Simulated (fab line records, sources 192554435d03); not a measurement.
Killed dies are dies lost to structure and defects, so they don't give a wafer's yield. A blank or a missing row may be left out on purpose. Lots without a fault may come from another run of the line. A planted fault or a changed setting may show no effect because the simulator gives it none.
One fault seen from 3 desks | flow n5_finfet | each desk has only its own numbers; what lay behind them comes last

THE METROLOGY DESK
What the gauges read, lot by lot, whatever tool the lot ran on: means of the sampled wafers that have a number. A lot is out of limits, marked OUT, if its mean lies more than 4 standard deviations from the usual mean; the brackets give that distance. Of its 11 readings 7 are shown: the one that was out of limits first, and those that lie furthest out on some lot.
Columns: A = M4_THK at N5_BEOL_M4_THK_MEAS_53, usual 40.6 nm; B = DIBL_N at N5_BEOL_M4_RC_MEAS_101, usual 36.7 mV/V; C = DIBL_P at N5_BEOL_M4_RC_MEAS_101, usual 36.9 mV/V; D = IOFF_P at N5_BEOL_M4_RC_MEAS_101, usual 0.22 nA/um; E = SS_N at N5_BEOL_M4_RC_MEAS_101, usual 71.6 mV/dec; F = SS_P at N5_BEOL_M4_RC_MEAS_101, usual 73.5 mV/dec; G = VT_P at N5_BEOL_M4_RC_MEAS_101, usual -250 mV
lot  | first seen here | A               | B    | C    | D    | E    | F    | G
L532 | day 8 23:14     | 38.8            | 36.4 | 36.8 | 0.17 | 71.6 | 73.5 | -255
L534 | day 9 05:05     | 41.3            | 36.1 | 36.2 | 0.19 | 71.2 | 72.9 | -253
L537 | day 9 14:09     | 38.9            | 38.4 | 39.0 | 0.23 | 72.2 | 74.0 | -250
L539 | day 11 03:14    | 39.9            | 35.1 | 34.3 | 0.15 | 70.8 | 72.7 | -257
L540 | day 11 03:47    | 75.4 (+17) OUT  | 34.2 | 35.1 | 0.21 | 70.7 | 72.8 | -250
L541 | day 11 10:56    | 115.0 (+35) OUT | 40.8 | 41.0 | 0.31 | 72.1 | 75.0 | -243
L543 | day 11 22:44    | 109.8 (+33) OUT | 34.1 | 35.4 | 0.17 | 70.1 | 72.3 | -256
L553 | day 13 21:16    | 40.8            | 37.3 | 38.0 | 0.21 | 71.5 | 73.4 | -252
L552 | day 14 00:20    | 41.7            | 33.3 | 33.8 | 0.17 | 70.8 | 72.6 | -252
L551 | day 14 22:27    | 41.3            | 38.4 | 38.7 | 0.23 | 71.8 | 73.6 | -252
This desk's finding: out of limits on L540, L541, L543; first on L540, day 11 03:47 (M4_THK at N5_BEOL_M4_THK_MEAS_53). In limits: L532, L534, L537, L539, L553, L552, L551.

THE TOOL OWNER'S DESK: cmp-01
The tool's own readings at N5_BEOL_M4_CMP_52 (polishes, stops on SiOC, t overpolish 6.8 s, target thk 40 nm): means of the sampled wafers that have a number, for each lot that ran on this tool. A lot is out of limits, marked OUT, if its mean lies more than 4 standard deviations from the usual mean; the brackets give that distance.
Columns: A = barrier_field_endpoint_s at N5_BEOL_M4_CMP_52, usual 25.0 s; B = motor_current_A at N5_BEOL_M4_CMP_52, usual 5.9 A; C = overpolish_run_s at N5_BEOL_M4_CMP_52, usual 6.800 s; D = time_to_endpoint_s at N5_BEOL_M4_CMP_52, usual 64 s
lot  | first seen here | A               | B   | C                       | D
L537 | day 9 13:53     | 25.2            | 5.7 | 6.795                   | 67
L539 | day 11 02:56    | 24.8            | 5.5 | 6.802                   | 62
L540 | day 11 03:29    | 30.6 (+8.0) OUT | 5.4 | 4.548 (-99 or more) OUT | 68
L541 | day 11 10:38    | 35.8 (+15) OUT  | 5.1 | 2.293 (-99 or more) OUT | 76
L543 | day 11 22:31    | 35.9 (+16) OUT  | 5.5 | 2.288 (-99 or more) OUT | 76
This desk's finding: out of limits on L540, L541, L543; first on L540, day 11 03:29 (barrier_field_endpoint_s at N5_BEOL_M4_CMP_52). In limits: L537, L539.

THE DEFECT DESK
What the inspections along the route counted, lot by lot: means of the sampled wafers that have a number. A lot is out of limits, marked OUT, if its mean lies more than 4 standard deviations from the usual mean; the brackets give that distance.
Columns: A = raw_defect_count at N5_BEOL_M4_INSPECT_59, usual 64
lot  | first seen here | A
L532 | day 8 23:31     | 57
L534 | day 9 05:25     | 68
L537 | day 9 14:28     | 52
L539 | day 11 03:33    | 126
L540 | day 11 04:04    | 1693 (+86) OUT
L541 | day 11 11:13    | 3319 (+99 or more) OUT
L543 | day 11 23:01    | 3317 (+99 or more) OUT
L553 | day 13 21:33    | 54
L552 | day 14 00:37    | 49
L551 | day 14 22:44    | 61
This desk's finding: out of limits on L540, L541, L543; first on L540, day 11 04:04 (raw_defect_count at N5_BEOL_M4_INSPECT_59). In limits: L532, L534, L537, L539, L553, L552, L551.

PUT TOGETHER
The tool owner's desk could have raised an alarm at day 11 03:29, on L540, L541, L543.
The metrology desk could have raised an alarm at day 11 03:47, on L540, L541, L543.
The defect desk could have raised an alarm at day 11 04:04, on L540, L541, L543.
Of the lots named, all ran N5_BEOL_M4_CMP_52 on cmp-01.

WHAT THE SIMULATOR HAD PUT IN
Process parameter drift: cmp-01, from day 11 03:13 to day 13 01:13, at N5_BEOL_M4_CMP_52. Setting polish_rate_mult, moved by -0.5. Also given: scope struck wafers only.
Lots struck among those shown: L540, L541, L543.
Hours from the fault's start to each desk's first reading out of limits: the tool owner's desk, 0; the metrology desk, 1; the defect desk, 1.
